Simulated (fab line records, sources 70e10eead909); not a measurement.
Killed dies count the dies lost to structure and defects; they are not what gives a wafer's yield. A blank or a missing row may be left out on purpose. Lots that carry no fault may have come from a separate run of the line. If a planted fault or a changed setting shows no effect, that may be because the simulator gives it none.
Which tool was responsible? / flow nandHarc / 11 lots, 33 wafers sampled, at 5 steps of a route of 1302

== WHAT THE GAUGES READ, wafer by wafer ==
NHARC_END_SORT_01.
lot=L336; measured=day 28 19:53; on=prober-01; killedAtArray=48 50 54; killedAtOther=1 0 0; killedAtPeriphery=4 2 3; killedDies=53 52 57; killedOpen=5 0 3; killedShort=2 2 3
lot=L338; measured=day 30 23:59; on=prober-02; killedAtArray=64 69 58; killedAtOther=1 0 1; killedAtPeriphery=1 0 2; killedDies=66 69 61; killedOpen=2 3 4; killedShort=5 3 4

== WHAT TOOL EACH LOT RAN ON (gives the tool, then ch and the chambers of the sampled wafers, and finally the start) ==
lot=L326; NHARC_A_CHANNEL_HOLE_D1_DEVELOP_09=lithoTrack-01 ch 0, day 8 12:00; NHARC_A_CHANNEL_HOLE_D1_ETCH_38=rieDiel-01 ch 1,3, day 8 13:06; NHARC_A_CHANNEL_HOLE_D1_ETCH_39=rieDiel-01 ch 0,1, no start; NHARC_A_CHANNEL_HOLE_D1_ETCH_16=rieDiel-01 ch 2,3, no start
lot=L328; NHARC_A_CHANNEL_HOLE_D1_DEVELOP_09=lithoTrack-04 ch 0, day 9 08:00; NHARC_A_CHANNEL_HOLE_D1_ETCH_38=rieDiel-09 ch 0,1,2, day 9 08:31; NHARC_A_CHANNEL_HOLE_D1_ETCH_39=rieDiel-09 ch 0,1,2, no start; NHARC_A_CHANNEL_HOLE_D1_ETCH_16=rieDiel-09 ch 0,2,3, no start
lot=L329; NHARC_A_CHANNEL_HOLE_D1_DEVELOP_09=lithoTrack-06 ch 0, day 9 13:00; NHARC_A_CHANNEL_HOLE_D1_ETCH_38=rieDiel-09 ch 0,1,3, day 9 13:30; NHARC_A_CHANNEL_HOLE_D1_ETCH_39=rieDiel-09 ch 0,3, no start; NHARC_A_CHANNEL_HOLE_D1_ETCH_16=rieDiel-09 ch 0,1,3, no start
lot=L331; NHARC_A_CHANNEL_HOLE_D1_DEVELOP_09=lithoTrack-06 ch 0, day 10 14:00; NHARC_A_CHANNEL_HOLE_D1_ETCH_38=rieDiel-01 ch 0,2,3, day 10 14:58; NHARC_A_CHANNEL_HOLE_D1_ETCH_39=rieDiel-01 ch 1,3, no start; NHARC_A_CHANNEL_HOLE_D1_ETCH_16=rieDiel-01 ch 2,3, no start
lot=L335; NHARC_A_CHANNEL_HOLE_D1_DEVELOP_09=lithoTrack-01 ch 0, day 12 00:00; NHARC_A_CHANNEL_HOLE_D1_ETCH_38=rieDiel-01 ch 0,2,3, day 12 00:54; NHARC_A_CHANNEL_HOLE_D1_ETCH_39=rieDiel-01 ch 1,2,3, no start; NHARC_A_CHANNEL_HOLE_D1_ETCH_16=rieDiel-01 ch 1,2,3, no start
lot=L336; NHARC_A_CHANNEL_HOLE_D1_DEVELOP_09=lithoTrack-01 ch 0, day 12 14:00; NHARC_A_CHANNEL_HOLE_D1_ETCH_38=rieDiel-01 ch 0,1,3, day 12 15:16; NHARC_A_CHANNEL_HOLE_D1_ETCH_39=rieDiel-01 ch 2,3, day 28 19:53 or earlier; NHARC_A_CHANNEL_HOLE_D1_ETCH_16=rieDiel-01 ch 0,1, day 28 19:53 or earlier
lot=L338; NHARC_A_CHANNEL_HOLE_D1_DEVELOP_09=lithoTrack-01 ch 0, day 13 16:00; NHARC_A_CHANNEL_HOLE_D1_ETCH_38=rieDiel-01 ch 1,3, day 13 16:49; NHARC_A_CHANNEL_HOLE_D1_ETCH_39=rieDiel-01 ch 0,1,3, day 30 23:59 or earlier; NHARC_A_CHANNEL_HOLE_D1_ETCH_16=rieDiel-01 ch 0,1,2, day 30 23:59 or earlier
lot=L345; NHARC_A_CHANNEL_HOLE_D1_DEVELOP_09=lithoTrack-06 ch 0, day 16 02:00; NHARC_A_CHANNEL_HOLE_D1_ETCH_38=rieDiel-02 ch 0,2, day 16 03:02; NHARC_A_CHANNEL_HOLE_D1_ETCH_39=rieDiel-02 ch 0,2, no start; NHARC_A_CHANNEL_HOLE_D1_ETCH_16=rieDiel-02 ch 0,1,2, no start
lot=L346; NHARC_A_CHANNEL_HOLE_D1_DEVELOP_09=lithoTrack-06 ch 0, day 17 03:00; NHARC_A_CHANNEL_HOLE_D1_ETCH_38=rieDiel-09 ch 0,1,3, day 17 03:47; NHARC_A_CHANNEL_HOLE_D1_ETCH_39=rieDiel-09 ch 2,3, no start; NHARC_A_CHANNEL_HOLE_D1_ETCH_16=rieDiel-09 ch 0,2, no start
lot=L347; NHARC_A_CHANNEL_HOLE_D1_DEVELOP_09=lithoTrack-01 ch 0, day 17 03:00; NHARC_A_CHANNEL_HOLE_D1_ETCH_38=rieDiel-02 ch 2,3, day 17 03:58; NHARC_A_CHANNEL_HOLE_D1_ETCH_39=rieDiel-02 ch 0,3, no start; NHARC_A_CHANNEL_HOLE_D1_ETCH_16=rieDiel-02 ch 0,2, no start
lot=L348; NHARC_A_CHANNEL_HOLE_D1_DEVELOP_09=lithoTrack-01 ch 0, day 17 19:00; NHARC_A_CHANNEL_HOLE_D1_ETCH_38=rieDiel-01 ch 0,1, day 17 19:25; NHARC_A_CHANNEL_HOLE_D1_ETCH_39=rieDiel-01 ch 0,1, no start; NHARC_A_CHANNEL_HOLE_D1_ETCH_16=rieDiel-01 ch 2,3, no start
- NHARC_A_CHANNEL_HOLE_D1_DEVELOP_09: develop time 35 s.
- NHARC_A_CHANNEL_HOLE_D1_ETCH_38: etches the open film in CF4, target depth 39 nm, time 65 s.
- NHARC_A_CHANNEL_HOLE_D1_ETCH_39: etches the open film in N2/H2, target depth 260 nm, time 325 s.
- NHARC_A_CHANNEL_HOLE_D1_ETCH_16: etches the open film in O2/COS, target depth 3100 nm, time 806 s.

== AS READ BY THE TOOLS THEMSELVES (means over the sampled wafers that have a number; for cases with no such wafer, the mark the record gives instead) ==
NHARC_A_CHANNEL_HOLE_D1_DEVELOP_09.
lot=L326; tool=lithoTrack-01; developerTempC (C)=23.00
lot=L328; tool=lithoTrack-04; developerTempC (C)=23.04
lot=L329; tool=lithoTrack-06; developerTempC (C)=23.11
lot=L331; tool=lithoTrack-06; developerTempC (C)=22.93
lot=L335; tool=lithoTrack-01; developerTempC (C)=23.09
lot=L336; tool=lithoTrack-01; developerTempC (C)=23.03
lot=L338; tool=lithoTrack-01; developerTempC (C)=22.96
lot=L345; tool=lithoTrack-06; developerTempC (C)=22.09
lot=L346; tool=lithoTrack-06; developerTempC (C)=22.15
lot=L347; tool=lithoTrack-01; developerTempC (C)=22.82
lot=L348; tool=lithoTrack-01; developerTempC (C)=22.98

NHARC_A_CHANNEL_HOLE_D1_ETCH_38.
lot=L326; tool=rieDiel-01; drypumpMotorCurrentA (A)=5.9; oesProductAu (a.u.)=1.003; rfVppV (V)=151.9; showerheadPlenumPTorr (Torr)=1.80; throttleValvePct (%)=13.284
lot=L328; tool=rieDiel-09; drypumpMotorCurrentA (A)=6.2; oesProductAu (a.u.)=1.008; rfVppV (V)=150.7; showerheadPlenumPTorr (Torr)=1.74; throttleValvePct (%)=13.282
lot=L329; tool=rieDiel-09; drypumpMotorCurrentA (A)=6.0; oesProductAu (a.u.)=1.002; rfVppV (V)=151.1; showerheadPlenumPTorr (Torr)=1.77; throttleValvePct (%)=13.283
lot=L331; tool=rieDiel-01; drypumpMotorCurrentA (A)=6.0; oesProductAu (a.u.)=1.002; rfVppV (V)=151.8; showerheadPlenumPTorr (Torr)=1.76; throttleValvePct (%)=13.282
lot=L335; tool=rieDiel-01; drypumpMotorCurrentA (A)=6.0; oesProductAu (a.u.)=1.005; rfVppV (V)=150.8; showerheadPlenumPTorr (Torr)=1.76; throttleValvePct (%)=13.284
lot=L336; tool=rieDiel-01; drypumpMotorCurrentA (A)=6.1; oesProductAu (a.u.)=1.003; rfVppV (V)=151.2; showerheadPlenumPTorr (Torr)=1.78; throttleValvePct (%)=13.283
lot=L338; tool=rieDiel-01; drypumpMotorCurrentA (A)=6.3; oesProductAu (a.u.)=0.993; rfVppV (V)=151.6; showerheadPlenumPTorr (Torr)=1.79; throttleValvePct (%)=13.284
lot=L345; tool=rieDiel-02; drypumpMotorCurrentA (A)=6.2; oesProductAu (a.u.)=0.993; rfVppV (V)=153.1; showerheadPlenumPTorr (Torr)=1.90; throttleValvePct (%)=13.284
lot=L346; tool=rieDiel-09; drypumpMotorCurrentA (A)=6.0; oesProductAu (a.u.)=1.002; rfVppV (V)=151.2; showerheadPlenumPTorr (Torr)=1.75; throttleValvePct (%)=13.282
lot=L347; tool=rieDiel-02; drypumpMotorCurrentA (A)=5.8; oesProductAu (a.u.)=0.983; rfVppV (V)=151.1; showerheadPlenumPTorr (Torr)=1.77; throttleValvePct (%)=13.284
lot=L348; tool=rieDiel-01; drypumpMotorCurrentA (A)=6.3; oesProductAu (a.u.)=1.019; rfVppV (V)=150.9; showerheadPlenumPTorr (Torr)=1.75; throttleValvePct (%)=13.284

NHARC_A_CHANNEL_HOLE_D1_ETCH_39.
lot=L326; tool=rieDiel-01; drypumpMotorCurrentA (A)=6.5; oesProductAu (a.u.)=1.004; rfVppV (V)=431.2; showerheadPlenumPTorr (Torr)=2.05; throttleValvePct (%)=14.175
lot=L328; tool=rieDiel-09; drypumpMotorCurrentA (A)=6.1; oesProductAu (a.u.)=1.014; rfVppV (V)=429.2; showerheadPlenumPTorr (Torr)=2.00; throttleValvePct (%)=14.172
lot=L329; tool=rieDiel-09; drypumpMotorCurrentA (A)=5.9; oesProductAu (a.u.)=1.002; rfVppV (V)=430.9; showerheadPlenumPTorr (Torr)=2.05; throttleValvePct (%)=14.175
lot=L331; tool=rieDiel-01; drypumpMotorCurrentA (A)=6.3; oesProductAu (a.u.)=0.990; rfVppV (V)=431.1; showerheadPlenumPTorr (Torr)=2.07; throttleValvePct (%)=14.171
lot=L335; tool=rieDiel-01; drypumpMotorCurrentA (A)=6.1; oesProductAu (a.u.)=0.997; rfVppV (V)=430.1; showerheadPlenumPTorr (Torr)=2.04; throttleValvePct (%)=14.174
lot=L336; tool=rieDiel-01; drypumpMotorCurrentA (A)=5.8; oesProductAu (a.u.)=0.992; rfVppV (V)=430.7; showerheadPlenumPTorr (Torr)=2.05; throttleValvePct (%)=14.169
lot=L338; tool=rieDiel-01; drypumpMotorCurrentA (A)=6.1; oesProductAu (a.u.)=0.999; rfVppV (V)=430.6; showerheadPlenumPTorr (Torr)=2.05; throttleValvePct (%)=14.171
lot=L345; tool=rieDiel-02; drypumpMotorCurrentA (A)=6.4; oesProductAu (a.u.)=0.996; rfVppV (V)=434.3; showerheadPlenumPTorr (Torr)=2.20; throttleValvePct (%)=14.170
lot=L346; tool=rieDiel-09; drypumpMotorCurrentA (A)=5.9; oesProductAu (a.u.)=1.001; rfVppV (V)=429.8; showerheadPlenumPTorr (Torr)=2.00; throttleValvePct (%)=14.175
lot=L347; tool=rieDiel-02; drypumpMotorCurrentA (A)=5.7; oesProductAu (a.u.)=1.004; rfVppV (V)=431.1; showerheadPlenumPTorr (Torr)=2.05; throttleValvePct (%)=14.176
lot=L348; tool=rieDiel-01; drypumpMotorCurrentA (A)=6.3; oesProductAu (a.u.)=1.017; rfVppV (V)=430.5; showerheadPlenumPTorr (Torr)=2.01; throttleValvePct (%)=14.178

NHARC_A_CHANNEL_HOLE_D1_ETCH_16.
lot=L326; tool=rieDiel-01; drypumpMotorCurrentA (A)=5.8; o2FlowSccm (sccm)=399.9; oesProductAu (a.u.)=0.997; rfVppV (V)=314.8; showerheadPlenumPTorr (Torr)=3.14; throttleValvePct (%)=28.325
lot=L328; tool=rieDiel-09; drypumpMotorCurrentA (A)=6.0; o2FlowSccm (sccm)=400.2; oesProductAu (a.u.)=1.006; rfVppV (V)=312.4; showerheadPlenumPTorr (Torr)=3.08; throttleValvePct (%)=28.336
lot=L329; tool=rieDiel-09; drypumpMotorCurrentA (A)=6.0; o2FlowSccm (sccm)=400.2; oesProductAu (a.u.)=0.999; rfVppV (V)=314.7; showerheadPlenumPTorr (Torr)=3.12; throttleValvePct (%)=28.324
lot=L331; tool=rieDiel-01; drypumpMotorCurrentA (A)=5.8; o2FlowSccm (sccm)=400.4; oesProductAu (a.u.)=0.989; rfVppV (V)=315.5; showerheadPlenumPTorr (Torr)=3.14; throttleValvePct (%)=28.338
lot=L335; tool=rieDiel-01; drypumpMotorCurrentA (A)=6.1; o2FlowSccm (sccm)=401.5; oesProductAu (a.u.)=0.986; rfVppV (V)=314.5; showerheadPlenumPTorr (Torr)=3.13; throttleValvePct (%)=28.328
lot=L336; tool=rieDiel-01; drypumpMotorCurrentA (A)=6.5; o2FlowSccm (sccm)=399.0; oesProductAu (a.u.)=0.997; rfVppV (V)=313.9; showerheadPlenumPTorr (Torr)=3.13; throttleValvePct (%)=28.337
lot=L338; tool=rieDiel-01; drypumpMotorCurrentA (A)=6.3; o2FlowSccm (sccm)=400.6; oesProductAu (a.u.)=0.989; rfVppV (V)=313.0; showerheadPlenumPTorr (Torr)=3.09; throttleValvePct (%)=28.330
lot=L345; tool=rieDiel-02; drypumpMotorCurrentA (A)=6.2; o2FlowSccm (sccm)=400.0; oesProductAu (a.u.)=0.994; rfVppV (V)=317.3; showerheadPlenumPTorr (Torr)=3.30; throttleValvePct (%)=28.328
lot=L346; tool=rieDiel-09; drypumpMotorCurrentA (A)=6.1; o2FlowSccm (sccm)=400.9; oesProductAu (a.u.)=0.987; rfVppV (V)=313.8; showerheadPlenumPTorr (Torr)=3.04; throttleValvePct (%)=28.333
lot=L347; tool=rieDiel-02; drypumpMotorCurrentA (A)=6.2; o2FlowSccm (sccm)=401.5; oesProductAu (a.u.)=0.996; rfVppV (V)=317.0; showerheadPlenumPTorr (Torr)=3.35; throttleValvePct (%)=28.342
lot=L348; tool=rieDiel-01; drypumpMotorCurrentA (A)=5.8; o2FlowSccm (sccm)=399.8; oesProductAu (a.u.)=0.981; rfVppV (V)=314.0; showerheadPlenumPTorr (Torr)=3.13; throttleValvePct (%)=28.328

== THE ANSWER, worked out from the rows above alone ==
Rule: the usual values come from the lots themselves. Put in order of their means at a reading, lots are off if they are a third of the lots or fewer, leave a main group of 4 or more, and stand apart from it by a gap of 3 or more times the standard deviation of the main group's means; of several such gaps the widest counts. A main group is skipped when, at the precision printed for the reading in the tables above, its means are all equal. A lot without any number at a reading at which 4 lots or more have one is off too. Where the step has rows for the other lots, those lots are counted as sound. After the gauges, taken in route order, come the tools' own readings; for these a lot's mean is taken, as printed above. At the first step where some lot is off, the reading lying furthest off is the one used; lots without a number count as furthest.
Off, at NHARC_A_CHANNEL_HOLE_D1_DEVELOP_09 on developerTempC: L345, L346. For the main group the mean is 23.00 C and the standard deviation 0.083.
A tool fits if, at that step or a process step before it, it ran every lot that is off, and no sound lot after the first of them. One fits: NHARC_A_CHANNEL_HOLE_D1_DEVELOP_09 on lithoTrack-06. Its last sound lot is L331 (day 10 14:00), its first lot that is off L345 (day 16 02:00): a fault that began between those two fits.
The tool's own readings at NHARC_A_CHANNEL_HOLE_D1_DEVELOP_09 bear it out: on the lots that are off they differ by more than 5 times the standard deviation of the sound lots' means. developerTempC reads 22.12 C there against 23.00 C on the sound lots.

== WHAT HAD BEEN PUT IN BY THE SIMULATOR ==
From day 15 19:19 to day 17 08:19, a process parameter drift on lithoTrack-06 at NHARC_A_CHANNEL_HOLE_D1_DEVELOP_09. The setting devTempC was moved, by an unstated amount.
Lots struck among those shown: L345, L346. This agrees with what the rule above found.
